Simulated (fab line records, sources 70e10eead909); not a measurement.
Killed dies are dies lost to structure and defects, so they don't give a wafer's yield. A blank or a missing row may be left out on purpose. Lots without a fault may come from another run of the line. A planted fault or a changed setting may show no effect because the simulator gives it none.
Chamber matching | flow nand_harc | NHARC_P_M2_CMP_23 on cmp-01: 4 sister chambers
The step polishes, t overpolish 20 s, target thk 144.3 nm. 16 wafers are shown with their chamber, then 8 later ones without.

WAFERS WITH THEIR CHAMBER
wafer  | chamber | motor_current_A (A) | time_to_endpoint_s (s)
L595.1 | 3       | 12.1                | 31
L595.5 | 2       | 14.0                | 30
L595.6 | 1       | 12.5                | 24
L596.1 | 0       | 12.3                | 24
L596.4 | 3       | 11.0                | 30
L596.5 | 2       | 14.3                | 29
L598.1 | 3       | 11.1                | 29
L598.4 | 1       | 12.7                | 25
L598.6 | 2       | 14.2                | 28
L600.1 | 1       | 13.3                | 22
L600.4 | 3       | 11.5                | 30
L600.6 | 2       | 13.9                | 29
L602.2 | 0       | 12.9                | 27
L602.3 | 1       | 12.3                | 23
L602.4 | 2       | 14.9                | 26
L603.1 | 3       | 11.8                | 29

SIGNATURES (means of the wafers above)
reading            | chamber 0 | chamber 1 | chamber 2 | chamber 3 | scatter within a chamber
motor_current_A    | 12.600    | 12.700    | 14.260    | 11.500    | 0.429
time_to_endpoint_s | 25.50     | 23.50     | 28.40     | 29.80     | 1.34
Rule: a wafer's distance from a chamber is the root of the sum, over the readings, of the square of ((its reading less the chamber's mean) divided by the reading's scatter). The wafer belongs to the nearest chamber; if the next one is less than 2 further off, it can't be placed. The scatter: the root of (the sum of the squares of (reading less its chamber's mean) over the shown wafers, divided by (wafers less chambers)).

WAFERS WITHOUT THEIR CHAMBER
wafer  | motor_current_A (A) | time_to_endpoint_s (s)
L603.2 | 14.4                | 26
L603.6 | 11.2                | 29
L606.1 | 13.9                | 27
L606.5 | 11.4                | 29
L606.6 | 12.9                | 24
L607.1 | 12.1                | 30
L607.4 | 14.3                | 28
L607.6 | 12.3                | 23

WHICH CHAMBER EACH WENT THROUGH
wafer  | from the rows above     | in truth
L603.2 | 2                       | 2
L603.6 | 3                       | 3
L606.1 | can't be placed: 2 or 0 | 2
L606.5 | 3                       | 3
L606.6 | can't be placed: 1 or 0 | 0
L607.1 | 3                       | 3
L607.4 | 2                       | 2
L607.6 | can't be placed: 1 or 0 | 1
Placed correctly: 5 of 8. Can't be placed from these rows: 3 (the true chamber is among the candidates in 3). Placed wrongly: 0.
